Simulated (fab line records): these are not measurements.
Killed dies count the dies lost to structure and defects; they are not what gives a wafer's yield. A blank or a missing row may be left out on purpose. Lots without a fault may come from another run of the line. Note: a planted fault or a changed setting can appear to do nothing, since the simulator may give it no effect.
8D (eight disciplines) problem report, filled in by code :: flow nand_harc :: the parts of the form that need people (team, actions taken, sign-off) are left out

== 1. WHAT WENT WRONG ==
throttle_valve_pct at NHARC_A_STAIRCASE_ETCH_453 reads a mean of 10.369 % on 6 wafers of 2 lots; wafers without a fault read 13.397 % with a standard deviation of 0.0096. That is -99 or more standard deviations from the usual mean.
The step: etches the open film in CF4/O2, target depth 30 nm, overetch 3 nm, time 16.5 s.
The first sign was on wafer L608.3 at day 22 22:38, on rie_diel-03. The record has a number at this step for 30 wafers belonging to 10 lots. By rule, "out" or "out of limits" means more than 4 standard deviations away from the usual mean. The other wafers with a number count as sound.

== 2. WHAT IT IS, AND WHAT IT ISN'T ==
question: which readings at this step
is: throttle_valve_pct, cf4_flow_sccm, oes_f_703_au, oes_o_777_au, showerhead_plenum_p_Torr
is not: chamber_pressure_mTorr, drypump_motor_current_A, oes_product_au, rf_vpp_V

question: which lots
is: L608, L609
is not: L593, L597, L598, L601, L603, L612, L613, L616

question: which wafers of those lots
is: all that have a number
is not: -

question: read on which tools
is: rie_diel-03
is not: rie_diel-11, rie_diel-13

question: when
is: from day 22 22:38
is not: up to then (15 sound wafers); but 9 sound wafers of L612, L613, L616 came after

== 3. THE SUSPECTS, EACH WITH WHAT RULES IT OUT ==
Counting: a tool at a process step up to the reading stays a suspect if it ran every lot that is out and no sound lot after the first of them.
- rie_diel-03 at NHARC_A_STAIRCASE_ETCH_453 (etches the open film in CF4/O2, target depth 30 nm, overetch 3 nm, time 16.5 s): kept. All lots that are out passed through it, beginning with L608 at day 22 22:38, and no sound lot followed; its final sound lot before that point was L597 at day 18 21:09. Its own readings are out on those wafers: cf4_flow_sccm, oes_f_703_au, oes_o_777_au, showerhead_plenum_p_Torr, throttle_valve_pct.
Remaining after the count: rie_diel-03 at NHARC_A_STAIRCASE_ETCH_453.

== 4. THE CAUSE (what the simulator had put in) ==
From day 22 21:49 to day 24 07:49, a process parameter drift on rie_diel-03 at NHARC_A_STAIRCASE_ETCH_453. The setting cf4_flow_sccm was moved by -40, starting from 80. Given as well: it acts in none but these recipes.
Counting left only this tool.

== 5. THE EFFECT CHAIN, in route order ==
One row per reading whose mean, taken over the struck wafers that have a number, lies over 3 standard deviations from the usual. Only readings whose record carries a usual standard deviation are examined. hours: median over the lots of the time between each lot's start at the first step of this table that gives one and its start at this step. sigmas: the change, counted in usual standard deviations.
hours: 0
step: NHARC_A_STAIRCASE_ETCH_453
reading: cf4_flow_sccm
usual: 80.02 sccm
on struck wafers: 40.14
change: -39.88
sigmas: -99 or more

hours: 0
step: NHARC_A_STAIRCASE_ETCH_453
reading: oes_f_703_au
usual: 1.000 a.u.
on struck wafers: 1.147
change: +0.147
sigmas: +29

hours: 0
step: NHARC_A_STAIRCASE_ETCH_453
reading: oes_o_777_au
usual: 1.000 a.u.
on struck wafers: 2.032
change: +1.032
sigmas: +99 or more

hours: 0
step: NHARC_A_STAIRCASE_ETCH_453
reading: showerhead_plenum_p_Torr
usual: 1.33 Torr
on struck wafers: 0.91
change: -0.42
sigmas: -6.4

hours: 0
step: NHARC_A_STAIRCASE_ETCH_453
reading: throttle_valve_pct
usual: 13.397 %
on struck wafers: 10.369
change: -3.028
sigmas: -99 or more
It contains these process steps:
- NHARC_A_STAIRCASE_ETCH_453: etches the open film in CF4/O2, target depth 30 nm, overetch 3 nm, time 16.5 s.
Later measuring or inspecting steps at which every struck wafer that the step has a row for has a number for every such reading, and none has moved that far: NHARC_END_SORT_01.

== 6. WHAT WOULD HAVE CAUGHT IT SOONER ==
In this record the first reading out of limits was taken at day 22 22:38, 1 hour after the fault began at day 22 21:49.
